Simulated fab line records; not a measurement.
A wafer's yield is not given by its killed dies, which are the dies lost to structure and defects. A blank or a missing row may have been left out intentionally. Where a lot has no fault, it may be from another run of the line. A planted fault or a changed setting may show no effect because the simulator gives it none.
Matching of chambers || flow nand harc || cmp-02 running NHARC_P_BONDPAD_CMP_19: 4 sister chambers
The step polishes, t overpolish 30 s, cu recess touch 16 s, target thk 160.81 nm. 18 wafers are shown with their chamber, then 9 later ones without.

## WAFERS, EACH WITH ITS CHAMBER
{"wafer": "L074.1", "chamber": 3, "motor current A (A)": 10.8, "overpolish run s (s)": 29.995}
{"wafer": "L074.2", "chamber": 1, "motor current A (A)": 11.5, "overpolish run s (s)": 29.990}
{"wafer": "L074.5", "chamber": 3, "motor current A (A)": 10.4, "overpolish run s (s)": 29.999}
{"wafer": "L077.4", "chamber": 3, "motor current A (A)": 10.2, "overpolish run s (s)": 29.996}
{"wafer": "L077.5", "chamber": 3, "motor current A (A)": 10.6, "overpolish run s (s)": 29.996}
{"wafer": "L077.6", "chamber": 0, "motor current A (A)": 11.4, "overpolish run s (s)": 30.004}
{"wafer": "L078.1", "chamber": 0, "motor current A (A)": 10.8, "overpolish run s (s)": 29.982}
{"wafer": "L078.3", "chamber": 3, "motor current A (A)": 10.4, "overpolish run s (s)": 30.006}
{"wafer": "L078.4", "chamber": 1, "motor current A (A)": 11.1, "overpolish run s (s)": 29.996}
{"wafer": "L079.1", "chamber": 2, "motor current A (A)": 12.9, "overpolish run s (s)": 30.002}
{"wafer": "L079.4", "chamber": 1, "motor current A (A)": 10.9, "overpolish run s (s)": 30.015}
{"wafer": "L079.5", "chamber": 2, "motor current A (A)": 13.2, "overpolish run s (s)": 29.992}
{"wafer": "L081.1", "chamber": 1, "motor current A (A)": 11.5, "overpolish run s (s)": 30.011}
{"wafer": "L081.3", "chamber": 0, "motor current A (A)": 10.9, "overpolish run s (s)": 29.993}
{"wafer": "L081.6", "chamber": 0, "motor current A (A)": 10.9, "overpolish run s (s)": 30.004}
{"wafer": "L080.1", "chamber": 3, "motor current A (A)": 10.8, "overpolish run s (s)": 29.993}
{"wafer": "L080.3", "chamber": 0, "motor current A (A)": 11.1, "overpolish run s (s)": 30.003}
{"wafer": "L080.4", "chamber": 2, "motor current A (A)": 13.1, "overpolish run s (s)": 30.002}

SIGNATURES (averages over the wafers above)
{"reading": "motor current A", "chamber 0": 11.020, "chamber 1": 11.250, "chamber 2": 13.067, "chamber 3": 10.533, "scatter within a chamber": 0.245}
{"reading": "overpolish run s", "chamber 0": 29.99720, "chamber 1": 30.00300, "chamber 2": 29.99867, "chamber 3": 29.99750, "scatter within a chamber": 0.00834}
Rule: distance of a wafer from a chamber = root of the sum over the readings of ((wafer's reading minus chamber's mean) / reading's scatter) squared. The wafer belongs to the nearest chamber; if the next one is less than 2 further off, it can't be placed. The scatter is the square root of a quotient: the sum, over the shown wafers, of each reading's squared deviation from its chamber's mean, divided by wafers minus chambers.

## WAFERS WHOSE CHAMBER IS MISSING
{"wafer": "L086.1", "motor current A (A)": 10.9, "overpolish run s (s)": 29.989}
{"wafer": "L086.3", "motor current A (A)": 10.8, "overpolish run s (s)": 29.990}
{"wafer": "L086.5", "motor current A (A)": 13.2, "overpolish run s (s)": 29.985}
{"wafer": "L092.1", "motor current A (A)": 10.4, "overpolish run s (s)": 29.993}
{"wafer": "L092.2", "motor current A (A)": 13.3, "overpolish run s (s)": 30.007}
{"wafer": "L092.3", "motor current A (A)": 11.0, "overpolish run s (s)": 30.001}
{"wafer": "L097.3", "motor current A (A)": 10.0, "overpolish run s (s)": 30.003}
{"wafer": "L097.4", "motor current A (A)": 11.7, "overpolish run s (s)": 30.006}
{"wafer": "L097.6", "motor current A (A)": 10.5, "overpolish run s (s)": 29.986}

## CHAMBER TAKEN BY EACH
{"wafer": "L086.1", "from the rows above": "can't be placed: 0 or 3 or 1", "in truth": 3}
{"wafer": "L086.3", "from the rows above": "can't be placed: 0 or 3 or 1", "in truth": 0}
{"wafer": "L086.5", "from the rows above": 2, "in truth": 2}
{"wafer": "L092.1", "from the rows above": "can't be placed: 3 or 0", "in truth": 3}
{"wafer": "L092.2", "from the rows above": 2, "in truth": 2}
{"wafer": "L092.3", "from the rows above": "can't be placed: 0 or 1 or 3", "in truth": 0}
{"wafer": "L097.3", "from the rows above": "can't be placed: 3 or 0", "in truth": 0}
{"wafer": "L097.4", "from the rows above": "can't be placed: 1 or 0", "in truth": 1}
{"wafer": "L097.6", "from the rows above": "can't be placed: 3 or 0", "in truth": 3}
Placed correctly: 2 of 9. Can't be placed from these rows: 7 (the true chamber is among the candidates in 7). Number placed wrongly: 0.
